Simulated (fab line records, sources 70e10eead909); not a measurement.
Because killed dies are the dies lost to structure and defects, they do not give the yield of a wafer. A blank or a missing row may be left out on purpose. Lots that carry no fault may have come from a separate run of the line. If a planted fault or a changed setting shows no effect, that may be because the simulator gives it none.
Chamber matching ; flow nandHarc ; NHARC_P_BONDPAD_ACTIVATE_29 on rieDiel-01 has 4 sister chambers
The step chemistry N2, time 60 s. 4 wafers are shown with their chamber, then 12 later ones without.

== EACH WAFER AND ITS CHAMBER ==
wafer;chamber;drypumpMotorCurrentA (A)
L090.6;0;5.5
L091.1;3;6.5
L091.2;2;5.2
L091.4;1;5.8

== WAFERS WHOSE CHAMBER IS MISSING ==
wafer;drypumpMotorCurrentA (A)
L092.3;5.5
L092.4;6.5
L092.5;5.2
L094.2;5.2
L094.3;6.5
L094.4;5.4
L095.1;5.2
L095.2;5.8
L095.3;5.4
L097.2;5.5
L097.4;5.8
L097.6;5.8

== EACH ONE'S CHAMBER ==
wafer;from the rows above;in truth
L092.3;0;0
L092.4;3;3
L092.5;2;2
L094.2;2;2
L094.3;3;3
L094.4;0;0
L095.1;2;2
L095.2;1;1
L095.3;0;0
L097.2;0;0
L097.4;1;1
L097.6;1;1
Placed correctly: 12 of 12. Not placeable from these rows: 0. 0 placed wrongly.
How it was worked out, from the rows above alone: a wafer's distance from a chamber is the root of the sum, over the readings, of the square of ((its reading less the chamber's mean) divided by the reading's scatter). The wafer belongs to the nearest chamber; if the next one is less than 2 further off, it can't be placed. Each chamber's mean is taken over the wafers shown for it. The scatter: root of mean squared gap, hidden wafer to nearest shown wafer, with one shown wafer a chamber.
